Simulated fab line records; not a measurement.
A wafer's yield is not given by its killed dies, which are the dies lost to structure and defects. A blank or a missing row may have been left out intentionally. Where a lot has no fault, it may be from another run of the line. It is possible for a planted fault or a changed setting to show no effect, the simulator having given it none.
Comparing a struck lot with a sound one / flow n5 finfet / 19 steps out of a route of 1938
Sound: wafers L245.2, L245.3, L245.4. Wafers L251.1, L251.4, L251.6 were the ones struck. The cause comes at the end.
At each step with rows: each side's tool, then ch and its chambers, then its first start. Under that, the readings that differ: sound wafers / struck wafers / difference of the means / sigmas: that difference in standard deviations of wafers without a fault.
alike: a reading whose means differ by less than 2 such deviations, as well as words and numbers matching on both sides. not compared: withheld readings; readings where some wafer has no value; bounds like >300 that might hide an equal value; numbers whose values overlap and for which the record gives no deviation.
A row with sigmas, a row that says differs or no value, or rows on one side alone: a step with any of these is where the two part. Non-overlapping numbers with no deviation appear without sigmas and do not part them. A reading missing from all wafers of one side parts the sides only when that side holds two or more wafers.

first, 1 step without rows for these wafers: N5_BEOL_M4_ANNEAL_95 (time 240 s).
N5_BEOL_M4_SPUTTER_96: material Cu, target thk 4.5 nm, time 8.29 s.
  sound on pvd sputter-03, day 10 17:46; struck on pvd sputter-03, day 12 09:32
  alike: throttle valve pct
then, 1 step without rows for these wafers: N5_BEOL_M4_ECD_50 (material Cu, target thk 300 nm).
N5_BEOL_M4_ANNEAL_51: time 90 s.
  sound on rtp anneal-02 ch 0, day 10 18:06; struck on rtp anneal-02 ch 0, day 12 09:44
  alike: anneal temp c, wafer_temp_C_max
then, 1 step without rows for these wafers: N5_BEOL_M4_CMP_52 (polishes, stops on SiOC, t overpolish 6.8 s, target thk 40 nm).
N5_BEOL_M4_THK_MEAS_53: measures by xrf.
  sound on film metro-02, day 10 18:38; struck on film metro-02, day 12 10:20
  alike: M4_THK
then, 1 step without rows for these wafers: N5_BEOL_M4_PRE_CLEAN_60 (time 15 s).
N5_BEOL_M4_CO_CAP_55: material Co, precursor CCTBA/H2, target thk 2 nm, time 102.1 s.
  sound on cvd co-02 ch 0,1, day 10 18:43; struck on cvd co-01 ch 0,1,2, day 12 10:24
  alike: heater power w
then, 1 step without rows for these wafers: N5_BEOL_M4_PRE_CLEAN_56 (time 15 s).
N5_BEOL_M4_DEP_57: deposits SiCN from 3MS/NH3, target thk 8 nm, time 14 s.
  sound on pecvd-04 ch 0,2, day 10 18:50; struck on pecvd-01 ch 0,2, day 12 10:31
reading=showerhead plenum p Torr (Torr); sound=3.651 3.643 3.662; struck=3.668 3.673 3.675; difference=+0.020; sigmas=+2
  alike: throttle valve pct
N5_BEOL_M4_RS_MEAS_58: measures by four-point-probe.
  sound on film metro-02, day 10 18:54; struck on film metro-02, day 12 10:35
  alike: M4_RS
N5_BEOL_M4_INSPECT_59: inspects for defects (darkfield).
  sound on defect inspect-01, day 10 18:56; struck on defect inspect-02, day 12 10:37
  alike: raw defect count
N5_BEOL_M4_RC_MEAS_101:
  sound on prober-01 ch 0, day 10 19:07; struck on prober-01 ch 0, day 12 10:38
reading=SS_P (mV/dec); sound=73.3 72.2 72.1; struck=73.8 73.9 73.8; difference=+1.3; sigmas=+2
  alike: DIBL_N, DIBL_P, IOFF_N, IOFF_P, ION_N, ION_P, SS_N, VT_N, VT_P
then, 2 steps without rows for these wafers: N5_BEOL_M5_ILD_DEP_00 (deposits SiCOH lowk from DEMS/porogen, target thk 140.64 nm, time 25.9 s); N5_BEOL_M5_CURE_79 (cures SiCOH lowk, time 240 s).
N5_BEOL_M5_THK_MEAS_01:
  sound on film metro-01, day 10 20:30; struck on film metro-02, day 12 12:10
  alike: M5_ILD_THK
N5_BEOL_M5_PECVD_70: deposits SiO2 from TEOS/O2, target thk 16 nm, time 18 s.
  sound on pecvd-04 ch 0,2, day 10 20:32; struck on pecvd-04 ch 0,1,2, day 12 12:13
  no value came back on the struck wafers for any of 5 readings (chamber pressure Torr (Torr), heater power outer w (W) and others); on the sound wafers chamber pressure Torr (Torr) reads 5.499 5.508 5.473
N5_BEOL_M5_HM_DEP_02: deposits TiN, target thk 20 nm.
  sound on pvd sputter-02, day 10 22:43; struck on pvd sputter-02, day 12 12:52
  alike: throttle valve pct
-- record jumps: 4 days separate the struck wafers' starts on either side; left off in module BEOL_M5, taken up again in module PASSIVATION, whose first shown step is the route's number 1936 --
N5_PASSIVATION_PROBE_49:
  sound on prober-02, day 15 01:47; struck on prober-01, day 16 19:32
reading=defect limited yield (%); sound=91.0 94.2 90.8; struck=63.0 64.4 66.2; difference=-27.5; sigmas=-18
reading=killed_at_M4_up; sound=19 13 20; struck=317 345 315; difference=+308; sigmas=+51
reading=killed dies; sound=106 69 109; struck=437 420 399; difference=+324; sigmas=+18
reading=killed on rim; sound=12 10 13; struck=59 97 109; difference=+77; sigmas=+16
reading=sort_bin_5_function (%); sound=4.8 3.1 6.0; struck=32.0 32.4 30.2; difference=+26.9; sigmas=+27
reading=sort n pass; sound=1074 1111 1071; struck=743 760 781; difference=-324; sigmas=-18
reading=sort yield pct (%); sound=91.0 94.2 90.8; struck=63.0 64.4 66.2; difference=-27.5; sigmas=-18
  alike: killed_at_M0_to_M3, killed at contacts, killed at front end, killed at other, killed open, killed short, sort_bin_6_memory, sort_bin_8_speed

== WHERE THEY PART ==
Earliest at N5_BEOL_M4_DEP_57; latest, in this record, at N5_PASSIVATION_PROBE_49.

WHY: the cause the simulator had injected
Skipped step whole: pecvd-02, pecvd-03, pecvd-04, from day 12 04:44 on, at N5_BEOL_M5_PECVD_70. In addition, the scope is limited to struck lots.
